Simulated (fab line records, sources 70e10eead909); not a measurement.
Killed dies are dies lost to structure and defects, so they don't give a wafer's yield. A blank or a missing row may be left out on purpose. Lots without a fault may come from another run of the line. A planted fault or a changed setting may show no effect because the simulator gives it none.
Problem report in the 8D (eight disciplines) form, filled by code | flow nand_harc | the parts of the form that need people (team, actions taken, sign-off) are left out

1. THE PROBLEM
killed_dies at NHARC_END_SORT_01 reads a mean of 638 on 1 wafer of 1 lot; wafers without a fault read 60 with a standard deviation of 19. That is +30 standard deviations from the usual mean.
First seen on wafer L103.2, day 29 11:46, on prober-02. The record holds 3 wafers of 1 lot with a number at this step. Rule for "out", or "out of limits": more than 4 standard deviations from the usual mean. The other wafers with a number count as sound.

2. WHAT IT IS AND WHAT IT IS NOT
question                    | is                           | is not
which readings at this step | killed_dies, killed_at_array | killed_at_other, killed_at_periphery, killed_open, killed_short
which lots                  | L103                         | -
which wafers of those lots  | L103.2                       | L103.3, L103.5
read on which gauges        | prober-02                    | -
when                        | from day 29 11:46            | up to then (0 sound wafers); but 2 sound wafers of L103 came after

3. SUSPECTS, AND WHAT RULES EACH OUT
Counting: a tool at a process step up to the reading stays a suspect if it ran every lot that is out. Sound lots after the first of them don't rule it out here, since some wafers of a struck lot are sound.
- the gauge at NHARC_END_SORT_01: ruled out. All the wafers that are out were read on prober-02, but those of them that NHARC_A_STAIRCASE_ETCH_17 has rows for are out there too, on other tools.
- rie_diel-06 at NHARC_A_STAIRCASE_TRIM_12 (chemistry O2, time 211.2 s): kept. It ran the lot that is out, L103 (day 20 00:43).
- rie_diel-06 at NHARC_A_STAIRCASE_ETCH_17 (etches the open film in C4F8/O2, target depth 100 nm, time 40.5 s): kept. It ran the lot that is out, L103 (day 20 01:20). Its own readings are out on those wafers: oes_product_au.
- rie_diel-06 at NHARC_A_STAIRCASE_TRIM_18 (chemistry O2, time 211.2 s): kept. It ran the lot that is out, L103 (day 29 11:46). NHARC_A_STAIRCASE_TRIM_18 gives no start for some lots, so the hours and the order of its lots are those of NHARC_END_SORT_01.
- rie_diel-12 at NHARC_A_STAIRCASE_ETCH_27 (etches the open film in C4F8/O2, target depth 100 nm, time 40.5 s): kept. It ran the lot that is out, L103 (day 29 11:46). NHARC_A_STAIRCASE_ETCH_27 gives no start for some lots, so the hours and the order of its lots are those of NHARC_END_SORT_01.
- Within rie_diel-06 at NHARC_A_STAIRCASE_TRIM_12: the wafers that are out ran in chamber 2; their sound lot-mates ran in chamber 1.
- Within rie_diel-06 at NHARC_A_STAIRCASE_ETCH_17: the wafers that are out ran in chamber 0; their sound lot-mates ran in chamber 2.
- Within rie_diel-06 at NHARC_A_STAIRCASE_TRIM_18: the wafers that are out ran in chamber 2; their sound lot-mates ran in chamber 0.
Left after counting: rie_diel-06 at NHARC_A_STAIRCASE_TRIM_12, rie_diel-06 at NHARC_A_STAIRCASE_ETCH_17, rie_diel-06 at NHARC_A_STAIRCASE_TRIM_18, rie_diel-12 at NHARC_A_STAIRCASE_ETCH_27.

4. THE CAUSE (what the simulator had put in)
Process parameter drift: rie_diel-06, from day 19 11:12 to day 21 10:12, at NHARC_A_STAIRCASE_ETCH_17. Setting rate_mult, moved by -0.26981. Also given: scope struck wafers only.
Counting left 4 suspects, and this tool is among them.

5. THE CHAIN OF EFFECTS, in route order
Each row: a reading whose mean over the struck wafers that have a number lies more than 3 standard deviations from the usual. Only readings for which the record gives a usual standard deviation are gone through. hours: the time from each lot's start at the first step in this table that gives one to its start at this step, as a median over the lots. sigmas: the change in usual standard deviations.
hours | step                      | reading         | usual      | on struck wafers | change | sigmas
0     | NHARC_A_STAIRCASE_ETCH_17 | oes_product_au  | 0.945 a.u. | 0.802            | -0.143 | -9.5
226   | NHARC_END_SORT_01         | killed_at_array | 55         | 633              | +578   | +29
226   | NHARC_END_SORT_01         | killed_dies     | 60         | 638              | +578   | +30
The process steps in it:
- NHARC_A_STAIRCASE_ETCH_17: etches the open film in C4F8/O2, target depth 100 nm, time 40.5 s.

6. WHAT WOULD HAVE CAUGHT IT SOONER
In this record the first reading out of limits at a measuring or inspecting step was taken at day 29 11:46, 241 hours after the fault began at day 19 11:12.
The tool's own readings at NHARC_A_STAIRCASE_ETCH_17 were out on every struck wafer that the step has a row for (oes_product_au): an alarm limit on them would have fired on the first of those.
All the lots that are out (1) had begun NHARC_A_STAIRCASE_ETCH_17 on rie_diel-06 by day 29 11:46. A hold on the tool at that time would have spared none of them.
